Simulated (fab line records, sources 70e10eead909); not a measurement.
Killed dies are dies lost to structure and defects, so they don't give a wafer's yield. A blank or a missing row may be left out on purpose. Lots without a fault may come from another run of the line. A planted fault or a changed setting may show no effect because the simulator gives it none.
A struck lot beside a sound one | flow nand_harc | 13 steps out of a route of 1159
Sound: wafers L783.1, L783.3, L783.5. Struck: wafers L789.1, L789.5, L789.6. The cause comes at the end.
At each step with rows: each side's tool, then ch and its chambers, then its first start. Under that, the readings that differ: sound wafers | struck wafers | difference of the means | sigmas: that difference in standard deviations of wafers without a fault.
alike: readings whose means differ by less than 2 such deviations, and words and numbers that are the same on both sides. not compared: withheld readings, readings that some wafer has no value for, bounds like >300 that may hide the same value, and numbers for which the record gives no deviation and whose values overlap.
The two part at a step that has a row with sigmas, a row that says differs or no value, or rows on one side only. Numbers that don't overlap but have no deviation are shown without sigmas and don't part them. A reading that every wafer of one side lacks parts them only if that side has two wafers or more.

first, 1 step without rows for these wafers: NHARC_A_STAIRCASE_SRD_474.
NHARC_A_STAIRCASE_INSPECT_155:
  sound on defect_inspect-02, day 14 19:29; struck on defect_inspect-01, day 16 08:39
  alike: raw_defect_count
NHARC_A_SGD_CUT_DEP_00: deposits SiNx, target thk 50 nm.
  sound on pecvd-01 ch 1,2, day 14 19:33; struck on pecvd-04 ch 0,1, day 16 08:43
  reading            | sound       | struck      | difference | sigmas
  heater_power_w (W) | 733 832 848 | 502 762 525 | -208       | -2
then, 8 steps without rows for these wafers: NHARC_A_SGD_CUT_DEHYDRATE_01 (time 120 s); NHARC_A_SGD_CUT_HMDS_02 (time 30 s); NHARC_A_SGD_CUT_COAT_56 (time 75 s); NHARC_A_SGD_CUT_COAT_57 (time 65 s); NHARC_A_SGD_CUT_COAT_03 (resist thk 90 nm); NHARC_A_SGD_CUT_SOFTBAKE_04 (time 55 s); NHARC_A_SGD_CUT_EBR_05; NHARC_A_SGD_CUT_EXPOSE_06 (exposes mask SGD).
NHARC_A_SGD_CUT_PEB_07: peb time 65 s.
  sound on litho_track-04 ch 0, day 14 20:04; struck on litho_track-06, day 16 09:14
  no value came back on the struck wafers for chill_plate_temp_C (C), exhaust_pa (Pa); on the sound wafers chill_plate_temp_C (C) reads 22.95 23.16 22.83
then, 1 step without rows for these wafers: NHARC_A_SGD_CUT_DEVELOP_08 (develop time 35 s).

WHERE THEY PART
First at NHARC_A_SGD_CUT_DEP_00; last, within this record, at NHARC_A_SGD_CUT_PEB_07.

WHY: what the simulator had put in
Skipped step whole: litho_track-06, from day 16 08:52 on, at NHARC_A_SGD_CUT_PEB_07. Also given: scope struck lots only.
